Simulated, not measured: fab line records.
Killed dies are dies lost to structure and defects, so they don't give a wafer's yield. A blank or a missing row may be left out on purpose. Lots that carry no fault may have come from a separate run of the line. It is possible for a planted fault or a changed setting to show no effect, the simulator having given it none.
fab line records	flow nand-harc	part 2 of 2: steps 5 to 6 of 6
record: lots: 21	wafers: 63	last-day: 26
route steps=1159 shown A_STAIRCASE@532
lots that met no fault: taken from a fault-free run of the same line
start-h: hours from the record's first day to the start of the lot's first wafer shown	wait-h: hours since the lot's step before	" as in the row above	L1.1+2: a single row standing in for several wafers	- no value present, or no start provided	* or withheld: withheld	< > ~ a bound
route shown NAME@n: a module of which the file shows steps, and the number in the route of the first	usual: mean/standard deviation of fault-free wafers	same: alike in all rows	chamber/n: place in a boat	sites: per-site readings	_std_site: how widely they spread, as a standard deviation	_edge_site: the outer-site mean with the inner-site mean subtracted	radius-mm: for every site, how far away it sits from the centre of the wafer	mask NAME#n: copy n	behind: tool/chamber where the wafer was last shaped	hold: why the lot was held/for how many hours/how that ended	device: the n, p or np transistor that did not switch	end of line: tests run on the same wafers once the route is complete	a step without rows: its recipe alone	killed: dies lost to structure and defects at the first sort, not the wafer's yield	map: a wafer's dies, marking killed ones x, the rest . and places with no die _
set.NAME: setting as actually run; set.NAME@STEP: the setting as run at that earlier step	model.NAME: the simulator's own value behind a step, which no gauge read
one table for each step of the route and one row for each wafer, over a sample of lots
services: the hour from which a tool's chamber was out of use, counted from the record's first day as start-h (under 0 if before that day), plus the number of hours and why
== steps ==
step: NHARC_A_STAIRCASE_TRIM_235
recipe: time-s: 211.2	o2-flow-sccm: 500	ar-flow-sccm: 0	bias-w: 0	chemistry: O2
usual: drypump-motor-current-A: 5.9/0.49	o2-flow-sccm: 499.7/1.5	oes-product-au: 1.003/0.01	rf-vpp-V: 57.9/0.87	showerhead-plenum-p-Torr: 3.58/0.13	throttle-valve-pct: 17.037/0.0091
lot.wafer	tool	chamber	start-h	wait-h	drypump-motor-current-A	o2-flow-sccm	oes-product-au	rf-hours-counter-h	rf-vpp-V	showerhead-plenum-p-Torr	throttle-valve-pct
L074.3	rie-diel-12	3	-	-	6.0	504.2	1.007	17	58.5	3.63	17.041
L074.1	"	1	"	"	5.9	499.0	1.015	16	57.3	3.64	17.045
L074.6	"	2	"	"	6.2	497.3	0.998	-	57.8	3.71	17.038
L076.3	rie-diel-07	3	-	-	5.5	500.6	1.003	6	58.9	3.77	17.055
L076.1	"	1	"	"	4.8	501.2	0.999	6	57.1	3.44	17.040
L076.6	"	3	"	"	5.6	497.9	0.999	-	59.2	3.77	17.030
L075.3	rie-diel-11	2	-	-	5.5	500.3	1.007	24	57.3	3.30	17.033
L075.4	"	0	"	"	5.8	501.2	1.016	22	58.9	3.58	17.039
L075.5	"	1	"	"	5.5	500.1	0.998	-	59.7	3.69	17.050
L077.3	rie-diel-07	0	-	-	6.7	501.2	1.002	9	56.8	3.42	17.034
L077.5	"	3	"	"	5.6	498.2	1.002	-	57.2	3.77	17.037
L077.6	"	0	"	"	6.7	501.3	0.989	-	58.6	3.42	17.031
L078.3	rie-diel-07	0	-	-	6.6	501.3	0.985	10	57.0	3.41	17.058
L078.1	"	1	"	"	4.7	496.7	1.003	10	57.2	3.44	17.032
L078.5	"	3	"	"	5.6	497.8	1.011	-	56.5	3.77	17.039
L079.4	rie-diel-12	1	-	-	5.9	499.1	1.000	24	57.0	3.63	17.046
L079.2	"	2	"	"	6.2	499.8	0.988	22	56.9	3.71	17.030
L079.3	"	3	"	"	6.0	499.3	1.001	23	57.5	3.62	17.038
L082.3	rie-diel-12	3	-	-	6.0	501.3	1.017	27	58.7	3.62	17.024
L082.6	"	3	"	"	6.0	498.9	0.999	-	58.8	3.62	17.037
L082.5	"	0	"	"	5.7	500.2	1.005	-	57.8	3.50	17.036
L080.4	rie-diel-11	2	-	-	5.5	501.2	1.004	34	56.1	3.29	17.031
L080.1	"	0	"	"	5.8	500.2	1.005	34	57.2	3.57	17.040
L080.5	"	1	"	"	5.5	501.1	0.990	-	57.0	3.68	17.040
L083.1	rie-diel-12	0	-	-	5.7	499.3	1.011	34	58.1	3.50	17.062
L083.3	"	2	"	"	6.3	497.0	0.987	29	58.8	3.70	17.039
L083.5	"	0	"	"	5.7	499.3	1.022	-	57.4	3.50	17.036
L081.4	rie-diel-07	1	-	-	4.8	500.6	1.014	23	59.7	3.43	17.033
L081.6	"	2	"	"	6.0	499.0	0.999	-	57.8	3.68	17.035
L081.5	"	3	"	"	5.5	498.7	0.999	-	59.0	3.76	17.027
L086.3	rie-diel-12	3	-	-	6.0	499.3	1.015	40	57.8	3.61	17.026
L086.2	"	1	"	"	5.9	499.1	1.007	42	57.9	3.62	17.026
L086.4	"	2	"	"	6.2	502.4	0.987	38	58.7	3.70	17.058
L087.1	rie-diel-12	3	-	-	6.0	497.5	1.013	40	57.5	3.61	17.035
L087.3	"	2	"	"	6.3	502.2	0.991	38	58.4	3.70	17.039
L087.5	"	3	"	"	6.0	500.4	1.014	-	59.4	3.61	17.036
L085.3	rie-diel-07	2	-	-	6.0	498.0	0.998	31	59.5	3.68	17.036
L085.4	"	3	"	"	5.6	500.2	0.999	31	58.8	3.76	17.043
L085.6	"	1	"	"	4.7	501.7	1.004	-	57.5	3.42	17.030
L088.1	rie-diel-12	0	-	-	5.7	500.6	1.014	48	56.9	3.49	17.051
L088.2	"	1	"	"	5.9	500.1	1.002	45	58.8	3.62	17.031
L088.6	"	3	"	"	6.0	496.8	1.005	-	57.1	3.61	17.044
L091.3	rie-diel-12	2	-	-	6.3	499.9	0.999	44	58.2	3.69	17.031
L091.4	"	3	"	"	6.0	499.7	1.006	46	57.1	3.61	17.011
L091.5	"	3	"	"	6.0	500.7	1.008	-	58.8	3.61	17.021
L094.4	rie-diel-07	0	-	-	6.7	499.6	1.001	44	56.9	3.40	17.025
L094.1	"	2	"	"	6.0	499.3	1.005	38	57.5	3.68	17.037
L094.6	"	3	"	"	5.6	496.9	0.995	-	58.1	3.75	17.028
L092.2	rie-diel-12	3	-	-	6.0	500.5	1.008	52	57.6	3.61	17.034
L092.3	"	2	"	"	6.2	499.4	0.997	50	58.2	3.69	17.031
L092.5	"	0	"	"	5.7	500.4	1.018	-	56.8	3.48	17.049
L095.2	rie-diel-07	3	-	-	5.6	500.1	0.995	44	58.3	3.75	17.030
L095.1	"	0	"	"	6.7	498.0	0.999	48	59.1	3.39	17.033
L095.4	"	1	"	"	4.8	500.6	1.010	48	57.6	3.42	17.031
L093.5	rie-diel-07	2	-	-	6.0	498.0	1.020	-	58.2	3.67	17.035
L093.4	"	0	"	"	6.7	500.5	0.998	-	57.4	3.39	17.037
L093.6	"	1	"	"	4.7	498.0	1.005	-	57.2	3.42	17.045
L096.3	rie-diel-11	0	-	-	5.8	501.5	1.001	4	58.6	3.55	17.053
L096.5	"	3	"	"	6.6	501.6	1.027	-	57.5	3.60	17.046
L096.6	"	0	"	"	5.9	501.6	1.016	-	58.3	3.55	17.017
L097.2	rie-diel-07	0	-	-	6.7	498.4	0.992	66	58.1	3.39	17.018
L097.1	"	2	"	"	6.0	497.6	1.010	60	57.2	3.66	17.052
L097.6	"	3	"	"	5.6	497.0	0.994	-	58.3	3.75	17.033
step: NHARC_A_STAIRCASE_ETCH_236
recipe: target-depth-a: 1000	time-s: 40.5	ion-energy-ev: 400	c4f8-flow-sccm: 20	o2-flow-sccm: 10	ar-flow-sccm: withheld	rf-w: 600	bias-w: 1000	chemistry: C4F8/O2
usual: oes-product-au: 0.945/0.011	rf-vpp-V: 897/5
lot.wafer	tool	chamber	start-h	wait-h	oes-product-au	rf-hours-counter-h	rf-vpp-V
L074.3	rie-diel-12	3	-	-	0.954	17	899
L074.1	"	2	"	"	0.939	14	904
L074.6	"	0	"	"	0.975	-	896
L076.1	rie-diel-07	2	-	-	0.964	6	903
L076.3	"	3	"	"	0.946	6	907
L076.6	"	1	"	"	0.946	-	892
L075.3	rie-diel-11	1	-	-	0.928	23	903
L075.4	"	3	"	"	0.949	23	899
L075.5	"	1	"	"	0.935	-	900
L077.3	rie-diel-07	1	-	-	0.950	9	892
L077.5	"	0	"	"	0.926	-	891
L077.6	"	1	"	"	0.947	-	893
L078.3	rie-diel-07	0	-	-	0.928	10	892
L078.1	"	2	"	"	0.935	10	901
L078.5	"	0	"	"	0.933	-	891
L079.3	rie-diel-12	2	-	-	0.942	22	903
L079.2	"	0	"	"	0.949	25	894
L079.4	"	1	"	"	0.952	24	900
L082.3	rie-diel-12	0	-	-	0.951	31	894
L082.5	"	3	"	"	0.947	-	899
L082.6	"	0	"	"	0.953	-	895
L080.4	rie-diel-11	1	-	-	0.936	34	901
L080.1	"	0	"	"	0.941	34	897
L080.5	"	1	"	"	0.924	-	902
L083.1	rie-diel-12	1	-	-	0.944	33	899
L083.3	"	0	"	"	0.949	34	894
L083.5	"	2	"	"	0.936	-	902
L081.4	rie-diel-07	2	-	-	0.941	21	902
L081.5	"	2	"	"	0.939	-	902
L081.6	"	3	"	"	0.936	-	904
L086.4	rie-diel-12	2	-	-	0.936	38	901
L086.3	"	0	"	"	0.936	44	893
L086.2	"	1	"	"	0.940	42	900
L087.3	rie-diel-12	2	-	-	0.936	38	901
L087.1	"	3	"	"	0.937	40	900
L087.5	"	2	"	"	0.935	-	901
L085.3	rie-diel-07	0	-	-	0.936	35	891
L085.4	"	2	"	"	0.958	31	902
L085.6	"	0	"	"	0.928	-	892
L088.2	rie-diel-12	2	-	-	0.951	41	902
L088.1	"	3	"	"	0.940	44	899
L088.6	"	1	"	"	0.966	-	899
L091.4	rie-diel-12	1	-	-	0.943	49	899
L091.3	"	3	"	"	0.943	47	899
L091.5	"	2	"	"	0.928	-	903
L094.4	rie-diel-07	1	-	-	0.950	44	893
L094.1	"	0	"	"	0.945	44	892
L094.6	"	2	"	"	0.955	-	904
L092.2	rie-diel-12	3	-	-	0.941	52	899
L092.3	"	0	"	"	0.948	57	895
L092.5	"	3	"	"	0.947	-	899
L095.1	rie-diel-07	3	-	-	0.936	44	904
L095.2	"	0	"	"	0.934	48	890
L095.4	"	2	"	"	0.948	44	901
L093.5	rie-diel-07	2	-	-	0.942	-	901
L093.4	"	0	"	"	0.937	-	889
L093.6	"	1	"	"	0.939	-	892
L096.3	rie-diel-11	0	-	-	0.955	4	897
L096.6	"	1	"	"	0.935	-	900
L096.5	"	2	"	"	0.970	-	906
L097.2	rie-diel-07	1	-	-	0.961	66	892
L097.1	"	2	"	"	0.966	60	902
L097.6	"	1	"	"	0.961	-	892
== services ==
tool	chamber	start-h	hours	kind
rie-diel-07	-	228.26	9.0	pm
rie-diel-07	0	228.26	9.0	vent-cycle
rie-diel-07	1	228.26	9.0	vent-cycle
rie-diel-07	2	228.26	9.0	vent-cycle
rie-diel-07	3	228.26	9.0	vent-cycle
rie-diel-07	0	237.26	-	clean
rie-diel-07	0	237.26	-	consumable-replace:focus-ring
rie-diel-07	1	237.26	-	clean
rie-diel-07	2	237.26	-	clean
rie-diel-07	3	237.26	-	clean
rie-diel-12	3	258.47	5.0	repair
rie-diel-07	0	261.76	-	clean
rie-diel-07	1	261.76	-	clean
rie-diel-07	2	261.76	-	clean
rie-diel-07	3	261.76	-	clean
rie-diel-07	0	286.35	-	clean
rie-diel-07	1	286.35	-	clean
rie-diel-07	2	286.35	-	clean
rie-diel-07	3	286.35	-	clean
rie-diel-11	3	302.78	6.8	repair
rie-diel-11	0	353.65	4.1	repair
rie-diel-11	-	366.67	9.0	pm
rie-diel-07	3	371.03	30.2	repair
rie-diel-12	-	379.45	9.0	pm
